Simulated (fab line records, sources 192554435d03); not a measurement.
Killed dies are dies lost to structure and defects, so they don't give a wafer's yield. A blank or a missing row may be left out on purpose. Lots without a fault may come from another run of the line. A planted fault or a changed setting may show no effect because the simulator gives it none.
fab line records | flow n5_finfet
record lots=7 wafers=39
route steps=1938 shown MOL_CONTACT_COAG@624
start_h: hours from the record's first day to the start of the lot's first wafer shown | wait_h: hours since the lot's step before | " the same as in the row above | L1.1+2: a row that stands for several wafers | - no value, or no start given | * or withheld: withheld | < > ~ a bound
route shown NAME@n: a module of which the file shows steps, and the number in the route of the first | usual: mean/standard deviation of fault-free wafers | same: alike in all rows | chamber/n: place in a boat | sites: the reading at each site | _std_site: their standard deviation | _edge_site: outer sites' mean less inner sites' | radius_mm: how far each site lies from the wafer's centre | mask NAME#n: copy n | behind: the tool/chamber that last shaped the wafer | hold: why the lot was held/for how many hours/how that ended | device: the transistor (n, p or np) that didn't switch | end of line: the same wafers' tests at the end of the route | a step without rows: its recipe alone | killed: dies lost to structure and defects at the first sort, not the wafer's yield | map: a wafer's dies, x killed, . not, _ none there
set.NAME: the setting as run; set.NAME@STEP: as run at that earlier step | model.NAME: the simulator's own value behind a step, which no gauge read
lots whose settings were changed on purpose; a table a step, a row a wafer
## steps
# step N5_MOL_CONTACT_COAG_CVD_140
# recipe material=W target_thk_a=665 mode=selective_fill temp_c=300 time_s=215
# columns lot.wafer tool chamber start_h wait_h set.target_thk_a model.W_of_MOL_CONTACT_COAG_CVD_140.thk_nm
L074.1+3 cvd_w-02 1 101.30 0.1 665 65.6
L074.2 " 0 " " 665 65.8
L074.4 " 0 " " 595.6 58.6
L074.5 " 0 " " 595.6 58.2
L074.6 " 1 " " 595.6 59
L079.1 cvd_w-02 1 134.25 0.1 665 66.6
L079.2 " 0 " " 727.4 73.2
L079.3+4 " 0,1 " " 665 66.8
L079.5 " 0 " " 727.4 72
L079.6 " 1 " " 727.4 72.6
L080.1 cvd_w-01 1 142.99 0.1 665 66.4
L080.2 " 0 " " 569.6 56.8
L080.3 " 0 " " 665 66
L080.4 " 1 " " 569.6 56.2
L080.5 " 1 " " 665 67
L080.6 " 0 " " 569.6 57.6
L082.1 cvd_w-02 1 153.32 0.1 665 66.4
L082.2 " 0 " " 754.4 76
L082.3 " 0 " " 754.4 75.8
L082.4 " 1 " " 665 65.8
L082.5 " 1 " " 754.4 75.6
L082.6 " 0 " " 665 66.6
L087.1 cvd_w-01 1 183.21 0.1 665 67
L087.2 " 0 " " 665 67.6
L087.3 " 0 " " 665 67.4
L093.1+3 cvd_w-02 0,1 216.94 0.1 665 66
L093.2 " 1 " " 759.2 76.4
L093.4 " 0 " " 759.2 75.8
L093.5 " 0 " " 759.2 76
L093.6 " 1 " " 665 66.4
L096.1 cvd_w-02 1 233.55 0.1 665 66.6
L096.2+6 " 0,1 " " 665 66.8
L096.3 " 0 " " 665 67.4
L096.4 " 1 " " 665 67
L096.5 " 0 " " 665 66.2
## key
split step=N5_MOL_CONTACT_COAG_CVD_140 setting=target_thk_a stated=665 by=wafer
response step=N5_MOL_CONTACT_COAG_CVD_140 reading=model.W_of_MOL_CONTACT_COAG_CVD_140.thk_nm change=+0.683 per=1% r=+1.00
